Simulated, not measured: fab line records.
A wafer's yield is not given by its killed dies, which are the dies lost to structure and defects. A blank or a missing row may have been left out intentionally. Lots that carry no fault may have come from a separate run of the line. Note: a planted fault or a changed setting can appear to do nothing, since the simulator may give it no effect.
8D (eight disciplines) problem report, filled in by code :: flow nand-harc :: the parts of the form that need people (team, actions taken, sign-off) are left out

## 1. THE ISSUE
Wafers with no fault read 0.931 a.u. with a standard deviation of 0.016, whereas oes-product-au at NHARC_A_CONTACT_ETCH_30 reads a mean of 0.819 a.u. on 1 wafer of 1 lot. Relative to the usual mean, that is a shift of -7.0 standard deviations.
The step: etches the open film in CF4/CHF3, target depth 72.6 nm, time 36.3 s.
Earliest sighting: wafer L234.1 on rie-diel-02 at day 25 21:10. The record has a number at this step for 33 wafers belonging to 11 lots. Rule for "out", or "out of limits": more than 4 standard deviations from the usual mean. Any other wafer with a number is counted as sound.

## 2. WHAT IT IS; WHAT IT IS NOT
question: which readings at this step
is: oes-product-au
is not: drypump-motor-current-A, rf-vpp-V, showerhead-plenum-p-Torr, throttle-valve-pct

question: which lots
is: L234
is not: L227, L228, L229, L230, L244, L245, L246, L247, L248, L250

question: which wafers of those lots
is: L234.1
is not: L234.5, L234.6

question: read on which tools
is: rie-diel-02
is not: rie-diel-04, rie-diel-11

question: when
is: from day 25 21:10
is not: up to then (14 sound wafers); but 18 sound wafers of L244, L245, L246, L247, L248, L250 came after

## 3. WHAT RULES OUT EACH SUSPECT
Counting: any tool at a process step up to the reading remains a suspect provided it ran every lot that is out. Sound lots after the first of them don't rule it out here, since some wafers of a struck lot are sound.
- har-cap-etch-02 at NHARC_A_CONTACT_ETCH_133 (etches the open film in C4F8/O2/Ar, time 374 s, target depth 1610 nm): kept. It ran the lot that is out, L234 (day 25 14:50); its last sound lot up to then is L228 (day 23 04:44).
- rie-diel-02 at NHARC_A_CONTACT_DESCUM_13 (chemistry O2, time 3 s): kept. It ran the lot that is out, L234 (day 25 20:40); its last sound lot up to then is L229 (day 23 07:02).
- rie-diel-02 at NHARC_A_CONTACT_ETCH_30 (etches the open film in CF4/CHF3, target depth 72.6 nm, time 36.3 s): kept. It ran the lot that is out, L234 (day 25 21:10); its last sound lot up to then is L229 (day 23 07:38). On those wafers its own readings are out: oes-product-au.
- In rie-diel-02 at NHARC_A_CONTACT_DESCUM_13, the wafers that are out were processed in chamber 0 and their sound lot-mates in chambers 1, 2.
After the count, these remain: har-cap-etch-02 at NHARC_A_CONTACT_ETCH_133, rie-diel-02 at NHARC_A_CONTACT_DESCUM_13 and rie-diel-02 at NHARC_A_CONTACT_ETCH_30.

## 4. THE CAUSE (what the simulator had put in)
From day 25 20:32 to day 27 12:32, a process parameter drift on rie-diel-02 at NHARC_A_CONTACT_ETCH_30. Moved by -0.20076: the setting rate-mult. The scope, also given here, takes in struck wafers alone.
Of the 3 suspects that counting leaves, this tool is one.

## 5. THE CHAIN OF EFFECTS, in route order
One row per reading whose mean, taken over the struck wafers that have a number, lies over 3 standard deviations from the usual. Scope: only readings with a usual standard deviation given in the record; hours: median across lots of the time from each lot's start at the first step in this table that gives one to its start at this step; sigmas: change in usual standard deviations.
hours: 0
step: NHARC_A_CONTACT_ETCH_30
reading: oes-product-au
usual: 0.931 a.u.
on struck wafers: 0.819
change: -0.112
sigmas: -7.0
Process steps it contains:
- NHARC_A_CONTACT_ETCH_30: etches the open film in CF4/CHF3, target depth 72.6 nm, time 36.3 s.
Later measuring or inspecting steps at which every struck wafer that the step has a row for has a number for every such reading, and none has moved that far: NHARC_END_SORT_01.

## 6. WHAT WOULD HAVE CAUGHT IT SOONER
In this record the first reading out of limits was taken at day 25 21:10, 1 hour after the fault began at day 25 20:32.
